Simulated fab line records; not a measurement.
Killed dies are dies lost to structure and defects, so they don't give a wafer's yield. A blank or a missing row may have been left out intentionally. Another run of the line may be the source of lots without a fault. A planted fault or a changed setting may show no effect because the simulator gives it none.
Check of tool commonality :: flow n5-finfet :: 10 lots and 27 wafers in the sample

## REASON IT WAS OPENED
At N5_BEOL_M4_OVL_MEAS_12 the reading M4_OVL is flagged on 2 of 10 lots. Wafers without a fault read 0.3 nm, standard deviation 0.71.
Rule: a lot gets a flag if all its wafers with a number sit over 4 standard deviations from that mean, or if no wafer of it has a number. The rest of the lots are taken to be sound.

lot: L330
measured: day 8 00:02
on: overlay-02
M4_OVL (nm), wafer by wafer: 0.8 1.3 0.0
flag: 

lot: L332
measured: day 9 01:10
on: overlay-02
M4_OVL (nm), wafer by wafer: 0.7 0.1
flag: 

lot: L339
measured: day 10 16:46
on: overlay-02
M4_OVL (nm), wafer by wafer: 0.2 0.0
flag: 

lot: L340
measured: day 11 11:41
on: overlay-01
M4_OVL (nm), wafer by wafer: 0.8 0.6 -0.2
flag: 

lot: L341
measured: day 11 17:28
on: overlay-01
M4_OVL (nm), wafer by wafer: 2.0 1.4 2.2
flag: 

lot: L344
measured: day 11 20:49
on: overlay-01
M4_OVL (nm), wafer by wafer: 0.3 0.5 0.7
flag: 

lot: L343
measured: day 12 05:19
on: overlay-02
M4_OVL (nm), wafer by wafer: 0.2 0.6 0.4
flag: 

lot: L345
measured: day 13 00:05
on: overlay-01
M4_OVL (nm), wafer by wafer: 0.8 0.9
flag: 

lot: L352
measured: day 14 11:42
on: overlay-01
M4_OVL (nm), wafer by wafer: 4.1 4.0 3.5
flag: FLAGGED

lot: L351
measured: day 14 17:07
on: overlay-02
M4_OVL (nm), wafer by wafer: 5.2 4.4 5.3
flag: FLAGGED
The mean of the flagged lots' numbers is 4.4 nm, +4.1 nm from the usual (+6 standard deviations).

## WHICH TOOL RAN EACH LOT
3 process steps preceding the reading are held in the record, out of 1938 steps in the route. Read each cell as the tool, then ch plus the chambers that the sampled wafers visited, then the start.
lot: L330
flag: 
N5_BEOL_M3_SPUTTER_96: pvd-sputter-02, day 7 22:03
N5_BEOL_M3_CMP_52: cmp-04 ch 0,2,3, day 7 22:37
N5_BEOL_M4_EXPOSE_08: euv-scanner-02 ch 0, day 7 23:52

lot: L332
flag: 
N5_BEOL_M3_SPUTTER_96: pvd-sputter-01, day 8 23:16
N5_BEOL_M3_CMP_52: cmp-02 ch 1,2, day 8 23:48
N5_BEOL_M4_EXPOSE_08: euv-scanner-02 ch 0, day 9 01:01

lot: L339
flag: 
N5_BEOL_M3_SPUTTER_96: pvd-sputter-01, day 10 11:59
N5_BEOL_M3_CMP_52: cmp-02 ch 1,3, day 10 12:50
N5_BEOL_M4_EXPOSE_08: euv-scanner-01 ch 0, day 10 16:36

lot: L340
flag: 
N5_BEOL_M3_SPUTTER_96: pvd-sputter-03, day 11 09:08
N5_BEOL_M3_CMP_52: cmp-04 ch 2,3, day 11 09:37
N5_BEOL_M4_EXPOSE_08: euv-scanner-02 ch 0, day 11 11:31

lot: L341
flag: 
N5_BEOL_M3_SPUTTER_96: pvd-sputter-01, day 11 14:09
N5_BEOL_M3_CMP_52: cmp-04 ch 0,1,3, day 11 14:48
N5_BEOL_M4_EXPOSE_08: euv-scanner-02 ch 0, day 11 17:17

lot: L344
flag: 
N5_BEOL_M3_SPUTTER_96: pvd-sputter-01, day 11 17:01
N5_BEOL_M3_CMP_52: cmp-02 ch 1,3, day 11 17:34
N5_BEOL_M4_EXPOSE_08: euv-scanner-01 ch 0, day 11 20:38

lot: L343
flag: 
N5_BEOL_M3_SPUTTER_96: pvd-sputter-01, day 12 02:55
N5_BEOL_M3_CMP_52: cmp-02 ch 0,1,3, day 12 03:25
N5_BEOL_M4_EXPOSE_08: euv-scanner-01 ch 0, day 12 05:09

lot: L345
flag: 
N5_BEOL_M3_SPUTTER_96: pvd-sputter-02, day 12 19:53
N5_BEOL_M3_CMP_52: cmp-02 ch 0,1, day 12 21:05
N5_BEOL_M4_EXPOSE_08: euv-scanner-02 ch 0, day 12 23:56

lot: L352
flag: FLAGGED
N5_BEOL_M3_SPUTTER_96: pvd-sputter-02, day 14 09:14
N5_BEOL_M3_CMP_52: cmp-03 ch 1,2,3, day 14 09:45
N5_BEOL_M4_EXPOSE_08: euv-scanner-02 ch 0, day 14 11:32

lot: L351
flag: FLAGGED
N5_BEOL_M3_SPUTTER_96: pvd-sputter-01, day 14 13:22
N5_BEOL_M3_CMP_52: cmp-03 ch 0,2, day 14 13:54
N5_BEOL_M4_EXPOSE_08: euv-scanner-02 ch 0, day 14 16:58
What is done by these steps:
- N5_BEOL_M3_SPUTTER_96: material Cu, target thk 4.5 nm, time 8.29 s.
- N5_BEOL_M3_CMP_52: polishes, stops on SiOC, t overpolish 6.8 s, target thk 40 nm.
- N5_BEOL_M4_EXPOSE_08: exposes mask M4.
- N5_BEOL_M4_OVL_MEAS_12

## FLAGGED OVER TOTAL, TOOL BY TOOL (the gauges that took the reading come last)
step: N5_BEOL_M3_SPUTTER_96
tool: pvd-sputter-01
lots run: 6
flagged: 1
share of the flagged lots: some
sound lots run after its first flagged lot: 0

step: N5_BEOL_M3_SPUTTER_96
tool: pvd-sputter-02
lots run: 3
flagged: 1
share of the flagged lots: some
sound lots run after its first flagged lot: 0

step: N5_BEOL_M3_SPUTTER_96
tool: pvd-sputter-03
lots run: 1
flagged: 0
share of the flagged lots: none
sound lots run after its first flagged lot: -

step: N5_BEOL_M3_CMP_52
tool: cmp-02
lots run: 5
flagged: 0
share of the flagged lots: none
sound lots run after its first flagged lot: -

step: N5_BEOL_M3_CMP_52
tool: cmp-03
lots run: 2
flagged: 2
share of the flagged lots: all
sound lots run after its first flagged lot: 0

step: N5_BEOL_M3_CMP_52
tool: cmp-04
lots run: 3
flagged: 0
share of the flagged lots: none
sound lots run after its first flagged lot: -

step: N5_BEOL_M4_EXPOSE_08
tool: euv-scanner-01
lots run: 3
flagged: 0
share of the flagged lots: none
sound lots run after its first flagged lot: -

step: N5_BEOL_M4_EXPOSE_08
tool: euv-scanner-02
lots run: 7
flagged: 2
share of the flagged lots: all
sound lots run after its first flagged lot: 0

step: N5_BEOL_M4_OVL_MEAS_12
tool: overlay-01
lots run: 5
flagged: 1
share of the flagged lots: some
sound lots run after its first flagged lot: 0

step: N5_BEOL_M4_OVL_MEAS_12
tool: overlay-02
lots run: 5
flagged: 1
share of the flagged lots: some
sound lots run after its first flagged lot: 0

## WHAT IS ALLOWED BY THE TABLE
Table rows that saw every flagged lot: 2, namely cmp-03 at N5_BEOL_M3_CMP_52 and euv-scanner-02 at N5_BEOL_M4_EXPOSE_08.
- cmp-03 at N5_BEOL_M3_CMP_52 ran 2 lots, 2 of them flagged. No sound lot ran on it before its first flagged lot in this sample; the start therefore can't be narrowed down.
- euv-scanner-02 at N5_BEOL_M4_EXPOSE_08 ran 7 lots, 2 of them flagged. Last sound lot L345 at day 12 23:56, first flagged lot L352 at day 14 11:32; a fault beginning in between fits.
Because each of these 2 tools fits a fault that began at some hour, counting lots does not separate them. More lots, or a look at what each step does to the wafer, might.

## WHAT WAS PUT IN BY THE SIMULATOR
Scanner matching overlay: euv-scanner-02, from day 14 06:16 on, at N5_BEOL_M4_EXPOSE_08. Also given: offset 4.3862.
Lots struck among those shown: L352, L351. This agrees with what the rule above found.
